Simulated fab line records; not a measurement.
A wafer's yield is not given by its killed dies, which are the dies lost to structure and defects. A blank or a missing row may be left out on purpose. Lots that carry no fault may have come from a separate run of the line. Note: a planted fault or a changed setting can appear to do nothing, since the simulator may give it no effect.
Comparing a struck lot with a sound one / flow nandHarc / 39 out of 1159 route steps
Sound: the wafers L823.2, L823.5, L823.6. Struck: wafers L829.2, L829.4, L829.6. The cause comes at the end.
Each step with rows lists, per side, the tool, then ch with its chambers, then its first start. Under that, the readings that differ: sound wafers / struck wafers / difference of the means / sigmas: that difference in standard deviations of wafers without a fault.
alike: words and numbers the same on both sides, and readings whose means are apart by under 2 such deviations; not compared: readings that were withheld, readings missing a value for some wafer, numbers with overlapping values and no deviation given by the record, and bounds like >300 which may hide the same value.
A row with sigmas, a row that says differs or no value, or rows on one side alone: a step with any of these is where the two part. Numbers that don't overlap but have no deviation are shown without sigmas and don't part them. A reading missing from all wafers of one side parts the sides only when that side holds two or more wafers.

first, 4 steps without rows for these wafers: NHARC_A_ZERO_WELL_STRIP_14 (strips in SPM, time 900 s); NHARC_A_ZERO_WELL_IMPLANT_15; NHARC_A_ZERO_WELL_PRECLEAN_22 (cleans in SC1, time 60 s); NHARC_A_ZERO_WELL_SRD_23.
NHARC_A_ZERO_WELL_RTA_16: time 10 s.
  sound on rtpAnneal-01 ch 0, day 8 06:08; struck on rtpAnneal-02 ch 0, day 9 21:17
reading=lampPowerPct (%); sound=32.3 32.2 32.3; struck=35.7 35.6 35.6; difference=+3.4; sigmas=+2
  alike: wafer_temp_C_max
NHARC_A_ZERO_WELL_INSPECT_17:
  sound on defectInspect-01, day 8 06:18; struck on defectInspect-01, day 9 21:27
  alike: rawDefectCount
then, 3 steps without rows for these wafers: NHARC_A_SOURCE_PLATE_PRECLEAN_00 (cleans in HF-LAST, time 60 s); NHARC_A_SOURCE_PLATE_SRD_01; NHARC_A_SOURCE_PLATE_OXIDE_02 (material SiO2, target thk 10 nm, ox time 1362 s).
NHARC_A_SOURCE_PLATE_THK_MEAS_09: measures by ellipsometry.
  sound on filmMetro-02, day 8 12:08; struck on filmMetro-01, day 10 05:00
  alike: thkNm
then, 1 step without rows for these wafers: NHARC_A_SOURCE_PLATE_PVD_04 (deposits WSi2, target thk 50 nm).
NHARC_A_SOURCE_PLATE_CVD_03: deposits poly-Si, target thk 200 nm, time 4000 s.
  sound on lpcvdPoly-04 ch 0, day 8 14:43; struck on lpcvdPoly-04 ch 0, day 10 07:34
  alike: spikeTcTopC, zonePowerCentrePct
then, 1 step without rows for these wafers: NHARC_A_SOURCE_PLATE_ANNEAL_05 (time 1800 s).
NHARC_A_SOURCE_PLATE_THK_MEAS_06: measures by ellipsometry.
  sound on filmMetro-02, day 9 01:49; struck on filmMetro-02, day 10 17:47
reading=thkNm (nm); sound=202.7 200.3 202.9; struck=195.4 196.0 195.4; difference=-6.4; sigmas=-3
NHARC_A_SOURCE_PLATE_INSPECT_08:
  sound on defectInspect-01, day 9 01:53; struck on defectInspect-01, day 10 17:50
  alike: rawDefectCount
then, no rows for these wafers at 1 step: NHARC_A_ONON_D1_DEP_00 (target thk 1000 nm).
NHARC_A_ONON_D1_THK_MEAS_02: measures by ellipsometry.
  sound on filmMetro-02, day 9 02:27; struck on filmMetro-02, day 10 18:26
  alike: thkNm
then, no rows for these wafers at 1 step: NHARC_A_ONON_D1_DEP_03 (target thk 1000 nm).
NHARC_A_ONON_D1_THK_MEAS_05: measures by ellipsometry.
  sound on filmMetro-02, day 9 03:01; struck on filmMetro-01, day 10 19:00
  alike: thkNm
then, no rows for these wafers at 1 step: NHARC_A_ONON_D1_DEP_06 (target thk 1000 nm).
NHARC_A_ONON_D1_THK_MEAS_08: measures by ellipsometry.
  sound on filmMetro-01, day 9 03:35; struck on filmMetro-02, day 10 19:34
  alike: thkNm
then, no rows for these wafers at 1 step: NHARC_A_ONON_D1_DEP_09 (target thk 1000 nm).
NHARC_A_ONON_D1_THK_MEAS_11: measures by ellipsometry.
  sound on filmMetro-01, day 9 04:10; struck on filmMetro-02, day 10 20:08
  alike: thkNm
then, no rows for these wafers at 1 step: NHARC_A_ONON_D1_DEP_12 (target thk 1000 nm).
NHARC_A_ONON_D1_THK_MEAS_14: measures by ellipsometry.
  sound on filmMetro-02, day 9 04:44; struck on filmMetro-02, day 10 20:42
  alike: thkNm
then, 2 steps without rows for these wafers: NHARC_A_ONON_D1_ANNEAL_15 (time 3600 s); NHARC_A_ONON_D1_DEP_16 (target thk 1000 nm).
NHARC_A_ONON_D1_THK_MEAS_18: measures by ellipsometry.
  sound on filmMetro-02, day 9 12:43; struck on filmMetro-02, day 11 03:46
  alike: thkNm
then, no rows for these wafers at 1 step: NHARC_A_ONON_D1_DEP_19 (target thk 1000 nm).
NHARC_A_ONON_D1_THK_MEAS_21: measures by ellipsometry.
  sound on filmMetro-01, day 9 13:17; struck on filmMetro-02, day 11 04:28
  alike: thkNm
then, no rows for these wafers at 1 step: NHARC_A_ONON_D1_DEP_22 (target thk 1000 nm).
NHARC_A_ONON_D1_THK_MEAS_24: measures by ellipsometry.
  sound on filmMetro-02, day 9 13:53; struck on filmMetro-01, day 11 05:04
reading=thkNm (nm); sound=984 984 983; struck=1026 1025 1025; difference=+42; sigmas=+3
then, no rows for these wafers at 1 step: NHARC_A_ONON_D1_DEP_25 (target thk 1000 nm).
NHARC_A_ONON_D1_THK_MEAS_27: measures by ellipsometry.
  sound on filmMetro-01, day 9 14:27; struck on filmMetro-01, day 11 05:37
  alike: thkNm
then, no rows for these wafers at 1 step: NHARC_A_ONON_D1_DEP_28 (target thk 1000 nm).
NHARC_A_ONON_D1_THK_MEAS_30: measures by ellipsometry.
  sound on filmMetro-01, day 9 15:01; struck on filmMetro-01, day 11 06:11
  alike: thkNm
NHARC_A_ONON_D1_DEP_33: deposits SiO2, target thk 200 nm.
  sound on pecvd-01 ch 0,1,2, day 9 15:23; struck on pecvd-02 ch 0,1, day 11 06:20
  alike: heaterPowerW, rfFwdPowerW, throttleValvePct
NHARC_A_ONON_D1_THK_MEAS_34: measures by ellipsometry.
  sound on filmMetro-02, day 9 15:45; struck on filmMetro-02, day 11 06:46
  alike: thkNm
-- record jumps: 11 days between struck wafers' starts before vs after; left off in module A_ONON_D1, resumes in module END, first step shown is number 1159 of the route --
NHARC_END_SORT_01:
  here the record holds rows for the struck wafers (prober-02 ch 0, day 22 10:40) but none for the sound ones

WHERE THEY PART
Last at NHARC_END_SORT_01 as far as this record goes, first at NHARC_A_ZERO_WELL_RTA_16.

WHY: what the simulator had put in
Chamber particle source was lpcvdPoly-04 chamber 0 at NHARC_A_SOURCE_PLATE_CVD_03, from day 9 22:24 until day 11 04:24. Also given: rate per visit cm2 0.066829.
